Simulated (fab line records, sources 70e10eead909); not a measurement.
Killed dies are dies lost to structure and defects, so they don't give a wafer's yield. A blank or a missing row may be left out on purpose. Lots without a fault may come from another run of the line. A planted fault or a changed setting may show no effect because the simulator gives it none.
Which tool did it? | flow nand_harc | 24 lots, 72 wafers sampled, at 5 steps of a route of 1302

WHAT THE GAUGES READ, wafer by wafer
NHARC_A_M1_INSPECT_27.
lot  | measured     | on                | raw_defect_count
L076 | day 23 17:14 | defect_inspect-02 | 329 378 397
L075 | day 23 17:59 | defect_inspect-02 | 672 583 449
L077 | day 23 23:19 | defect_inspect-02 | 585 446 509
L074 | day 24 04:40 | defect_inspect-02 | 391 482 532
L078 | day 24 13:43 | defect_inspect-02 | 356 357 378
L079 | day 24 20:43 | defect_inspect-02 | 747 606 634
L080 | day 24 21:10 | defect_inspect-02 | 339 409 349
L081 | day 25 13:46 | defect_inspect-02 | 392 395 364
L082 | day 25 23:20 | defect_inspect-02 | 468 570 529
L083 | day 26 13:20 | defect_inspect-01 | 461 553 655
L084 | day 27 02:25 | defect_inspect-01 | 659 547 597
L086 | day 27 03:16 | defect_inspect-01 | 426 363 538
L085 | day 27 09:17 | defect_inspect-02 | 503 416 734
L087 | day 28 00:04 | defect_inspect-02 | 359 308 417
L088 | day 28 21:04 | defect_inspect-02 | 665 437 602
L089 | day 28 23:01 | defect_inspect-01 | 474 571 545
L091 | day 29 14:01 | defect_inspect-01 | 686 681 508
L090 | day 29 15:24 | defect_inspect-01 | 417 439 422
L092 | day 30 06:56 | defect_inspect-02 | 479 548 468
L093 | day 30 13:53 | defect_inspect-01 | 657 552 443
L094 | day 31 10:26 | defect_inspect-01 | 579 637 476
L095 | day 31 12:07 | defect_inspect-02 | 419 710 522
L096 | day 31 22:31 | defect_inspect-02 | 389 497 454
L097 | day 32 12:37 | defect_inspect-01 | 367 400 400

WHICH TOOL RAN EACH LOT (tool, then ch and the chambers of the sampled wafers, then the start)
lot  | NHARC_A_CONTACT_ETCH_138             | NHARC_A_CONTACT_ALD_18              | NHARC_A_BLC_ETCH_16                | NHARC_A_M0_PVD_20
L076 | har_cap_etch-02 ch 0,1, day 23 01:33 | ald_metal-04 ch 0,1,2, day 23 04:11 | rie_diel-09 ch 1,2,3, day 23 06:26 | pvd_sputter-02, day 23 17:14 or earlier
L075 | har_cap_etch-03 ch 0,1, day 23 02:50 | ald_metal-02 ch 2,3, day 23 04:56   | rie_diel-03 ch 0,1,2, day 23 07:14 | pvd_sputter-02, day 23 17:59 or earlier
L077 | har_cap_etch-03 ch 0,1, day 23 08:35 | ald_metal-01 ch 0,1,3, day 23 10:32 | rie_diel-09 ch 0,2,3, day 23 12:39 | pvd_sputter-03, day 23 23:19 or earlier
L074 | har_cap_etch-03 ch 0,1, day 23 13:49 | ald_metal-01 ch 2,3, day 23 15:52   | rie_diel-09 ch 0,3, day 23 18:08   | pvd_sputter-01, day 24 04:40 or earlier
L078 | har_cap_etch-02 ch 0,1, day 23 22:20 | ald_metal-01 ch 1,2,3, day 24 00:19 | rie_diel-09 ch 1,2,3, day 24 02:36 | pvd_sputter-02, day 24 13:43 or earlier
L079 | har_cap_etch-03 ch 0,1, day 24 05:39 | ald_metal-02 ch 0,1,2, day 24 07:39 | rie_diel-03 ch 0,2, day 24 09:45   | pvd_sputter-03, day 24 20:43 or earlier
L080 | har_cap_etch-02 ch 0,1, day 24 06:10 | ald_metal-01 ch 2,3, day 24 08:13   | rie_diel-09 ch 0,1,2, day 24 10:38 | pvd_sputter-02, day 24 21:10 or earlier
L081 | har_cap_etch-01 ch 0,1, day 24 23:11 | ald_metal-04 ch 2,3, day 25 01:16   | rie_diel-03 ch 0,1,3, day 25 03:25 | pvd_sputter-03, day 25 13:46 or earlier
L082 | har_cap_etch-01 ch 1, day 25 08:34   | ald_metal-04 ch 0,1,3, day 25 10:32 | rie_diel-09 ch 0,3, day 25 12:41   | pvd_sputter-01, day 25 23:20 or earlier
L083 | har_cap_etch-03 ch 0,1, day 25 22:16 | ald_metal-04 ch 0,2,3, day 26 00:26 | rie_diel-03 ch 1,2,3, day 26 02:43 | pvd_sputter-01, day 26 13:20 or earlier
L084 | har_cap_etch-02 ch 0,1, day 26 10:10 | ald_metal-04 ch 0,1,3, day 26 13:41 | rie_diel-03 ch 1,2,3, day 26 15:58 | pvd_sputter-02, day 27 02:25 or earlier
L086 | har_cap_etch-03 ch 0,1, day 26 11:35 | ald_metal-01 ch 0,3, day 26 14:29   | rie_diel-09 ch 0,2,3, day 26 16:41 | pvd_sputter-02, day 27 03:16 or earlier
L085 | har_cap_etch-02 ch 0,1, day 26 18:48 | ald_metal-02 ch 2,3, day 26 20:40   | rie_diel-09 ch 1,2,3, day 26 22:48 | pvd_sputter-01, day 27 09:17 or earlier
L087 | har_cap_etch-01 ch 0,1, day 27 08:15 | ald_metal-02 ch 0,3, day 27 10:31   | rie_diel-09 ch 0,2, day 27 12:52   | pvd_sputter-03, day 28 00:04 or earlier
L088 | har_cap_etch-02 ch 0,1, day 28 06:18 | ald_metal-02 ch 1,2, day 28 08:15   | rie_diel-09 ch 0,1, day 28 10:30   | pvd_sputter-02, day 28 21:04 or earlier
L089 | har_cap_etch-03 ch 0,1, day 28 08:11 | ald_metal-02 ch 0,1,2, day 28 10:19 | rie_diel-09 ch 1,2,3, day 28 12:34 | pvd_sputter-02, day 28 23:01 or earlier
L091 | har_cap_etch-02 ch 0,1, day 28 23:01 | ald_metal-04 ch 0,1,3, day 29 01:14 | rie_diel-03 ch 0,1,3, day 29 03:22 | pvd_sputter-02, day 29 14:01 or earlier
L090 | har_cap_etch-03 ch 0,1, day 29 00:12 | ald_metal-02 ch 0,1,2, day 29 02:23 | rie_diel-03 ch 1,2,3, day 29 04:40 | pvd_sputter-01, day 29 15:24 or earlier
L092 | har_cap_etch-03 ch 0,1, day 29 15:45 | ald_metal-01 ch 0,1, day 29 17:46   | rie_diel-09 ch 0,2,3, day 29 20:02 | pvd_sputter-01, day 30 06:56 or earlier
L093 | har_cap_etch-02 ch 0,1, day 29 23:10 | ald_metal-02 ch 0,1,3, day 30 01:04 | rie_diel-03 ch 0,1,2, day 30 03:17 | pvd_sputter-03, day 30 13:53 or earlier
L094 | har_cap_etch-03 ch 0,1, day 30 19:40 | ald_metal-01 ch 0,1,3, day 30 21:40 | rie_diel-03 ch 1,2,3, day 30 23:49 | pvd_sputter-02, day 31 10:26 or earlier
L095 | har_cap_etch-01 ch 0,1, day 30 21:31 | ald_metal-02 ch 1,2,3, day 30 23:32 | rie_diel-03 ch 0,1,2, day 31 01:39 | pvd_sputter-01, day 31 12:07 or earlier
L096 | har_cap_etch-01 ch 0,1, day 31 06:55 | ald_metal-02 ch 2,3, day 31 08:51   | rie_diel-09 ch 2,3, day 31 11:08   | pvd_sputter-01, day 31 22:31 or earlier
L097 | har_cap_etch-03 ch 0,1, day 31 21:23 | ald_metal-01 ch 0,1, day 31 23:17   | rie_diel-03 ch 1,2,3, day 32 01:32 | pvd_sputter-01, day 32 12:37 or earlier
- NHARC_A_CONTACT_ETCH_138: etches the open film in C4F8/O2/Ar, time 311 s, target depth 1914 nm.
- NHARC_A_CONTACT_ALD_18: deposits TiN, target thk 3 nm, pulse time 1 s, ald cycles 150.
- NHARC_A_BLC_ETCH_16: etches the open film in CF4, target depth 39 nm, time 65 s.
- NHARC_A_M0_PVD_20: deposits TaN, target thk 5 nm, time 8.06 s.

WHAT THE TOOLS THEMSELVES READ (means of the sampled wafers that have a number; where no wafer has one, the mark that the record gives instead)
NHARC_A_CONTACT_ALD_18.
lot  | tool         | heater_power_w (W) | precursor_pulse_height_rel
L076 | ald_metal-04 | 1109               | 0.997
L075 | ald_metal-02 | 1245               | 1.012
L077 | ald_metal-01 | 1210               | 1.003
L074 | ald_metal-01 | 1247               | 0.994
L078 | ald_metal-01 | 1196               | 0.998
L079 | ald_metal-02 | 1075               | 0.994
L080 | ald_metal-01 | 1243               | 1.000
L081 | ald_metal-04 | 1148               | 0.998
L082 | ald_metal-04 | 1077               | 0.999
L083 | ald_metal-04 | 1134               | 1.010
L084 | ald_metal-04 | 1081               | 1.013
L086 | ald_metal-01 | 1314               | 1.002
L085 | ald_metal-02 | 1198               | 1.008
L087 | ald_metal-02 | 1171               | 0.998
L088 | ald_metal-02 | 1088               | 1.020
L089 | ald_metal-02 | 1044               | 0.989
L091 | ald_metal-04 | 1083               | 1.017
L090 | ald_metal-02 | 1044               | 1.018
L092 | ald_metal-01 | 1131               | 0.991
L093 | ald_metal-02 | 1063               | 0.987
L094 | ald_metal-01 | 1177               | 0.998
L095 | ald_metal-02 | 1093               | 0.988
L096 | ald_metal-02 | 1223               | 0.994
L097 | ald_metal-01 | 1167               | 1.003

NHARC_A_BLC_ETCH_16.
lot  | tool        | drypump_motor_current_A (A) | oes_product_au (a.u.) | rf_vpp_V (V) | showerhead_plenum_p_Torr (Torr) | throttle_valve_pct (%)
L076 | rie_diel-09 | 5.5                         | 1.006                 | 151.3        | 1.72                            | 13.295
L075 | rie_diel-03 | 5.6                         | 0.998                 | 151.0        | 1.74                            | 13.288
L077 | rie_diel-09 | 5.8                         | 1.003                 | 150.7        | 1.76                            | 13.288
L074 | rie_diel-09 | 6.0                         | 0.993                 | 150.9        | 1.73                            | 13.289
L078 | rie_diel-09 | 5.5                         | 0.998                 | 150.4        | 1.72                            | 13.280
L079 | rie_diel-03 | 5.6                         | 1.007                 | 151.1        | 1.80                            | 13.284
L080 | rie_diel-09 | 5.7                         | 0.998                 | 151.2        | 1.77                            | 13.280
L081 | rie_diel-03 | 5.6                         | 1.010                 | 150.5        | 1.71                            | 13.285
L082 | rie_diel-09 | 6.0                         | 0.988                 | 150.5        | 1.73                            | 13.277
L083 | rie_diel-03 | 5.8                         | 1.002                 | 150.3        | 1.73                            | 13.276
L084 | rie_diel-03 | 5.8                         | 1.009                 | 151.1        | 1.73                            | 13.288
L086 | rie_diel-09 | 5.8                         | 1.003                 | 151.8        | 1.76                            | 13.280
L085 | rie_diel-09 | 5.5                         | 0.994                 | 150.3        | 1.72                            | 13.292
L087 | rie_diel-09 | 6.1                         | 0.994                 | 151.9        | 1.80                            | 13.277
L088 | rie_diel-09 | 5.6                         | 0.992                 | 150.3        | 1.70                            | 13.288
L089 | rie_diel-09 | 5.5                         | 0.995                 | 149.6        | 1.72                            | 13.285
L091 | rie_diel-03 | 5.6                         | 1.008                 | 150.9        | 1.71                            | 13.282
L090 | rie_diel-03 | 5.8                         | 1.007                 | 150.3        | 1.73                            | 13.275
L092 | rie_diel-09 | 5.8                         | 0.996                 | 150.2        | 1.75                            | 13.282
L093 | rie_diel-03 | 5.6                         | 0.999                 | 151.5        | 1.74                            | 13.280
L094 | rie_diel-03 | 5.8                         | 1.008                 | 151.7        | 1.73                            | 13.287
L095 | rie_diel-03 | 5.6                         | 0.998                 | 151.0        | 1.74                            | 13.281
L096 | rie_diel-09 | 5.6                         | 0.999                 | 152.3        | 1.78                            | 13.273
L097 | rie_diel-03 | 5.8                         | 1.011                 | 150.6        | 1.73                            | 13.280

NHARC_A_M0_PVD_20.
lot  | tool           | substrate_temp_c (C) | throttle_valve_pct (%)
L076 | pvd_sputter-02 | 50.11                | 29.6
L075 | pvd_sputter-02 | 49.98                | 29.7
L077 | pvd_sputter-03 | 50.09                | 30.4
L074 | pvd_sputter-01 | 49.94                | 29.6
L078 | pvd_sputter-02 | 49.97                | 30.2
L079 | pvd_sputter-03 | 50.06                | 30.3
L080 | pvd_sputter-02 | 50.07                | 29.9
L081 | pvd_sputter-03 | 50.16                | 29.8
L082 | pvd_sputter-01 | 50.03                | 30.2
L083 | pvd_sputter-01 | 50.05                | 30.4
L084 | pvd_sputter-02 | 49.97                | 29.7
L086 | pvd_sputter-02 | 49.96                | 29.8
L085 | pvd_sputter-01 | 49.91                | 29.6
L087 | pvd_sputter-03 | 50.01                | 30.9
L088 | pvd_sputter-02 | 50.00                | 30.0
L089 | pvd_sputter-02 | 49.91                | 30.0
L091 | pvd_sputter-02 | 50.07                | 30.2
L090 | pvd_sputter-01 | 50.02                | 30.1
L092 | pvd_sputter-01 | 49.95                | 30.1
L093 | pvd_sputter-03 | 50.01                | 29.5
L094 | pvd_sputter-02 | 49.97                | 30.3
L095 | pvd_sputter-01 | 49.98                | 30.3
L096 | pvd_sputter-01 | 50.04                | 30.3
L097 | pvd_sputter-01 | 49.99                | 30.0

THE ANSWER, worked out from the rows above alone
Rule: what is usual is taken from the lots themselves. Put in order of their means at a reading, lots are off if they are a third of the lots or fewer, leave a main group of 4 or more, and stand apart from it by a gap of 3 or more times the standard deviation of the main group's means; of several such gaps the widest counts. A main group whose means are all the same, to the digits that the tables above print for the reading, isn't used. A lot without any number at a reading at which 4 lots or more have one is off too. The other lots that the step has rows for count as sound. The gauges are gone through in route order, then the tools' own readings, and for those a lot's mean is taken as printed above. The first step at which some lot is off is used, and at that step the reading that is off furthest; a lot without a number counts as furthest.
No lot is off at any reading shown: from this, nothing can be told.

WHAT THE SIMULATOR HAD PUT IN
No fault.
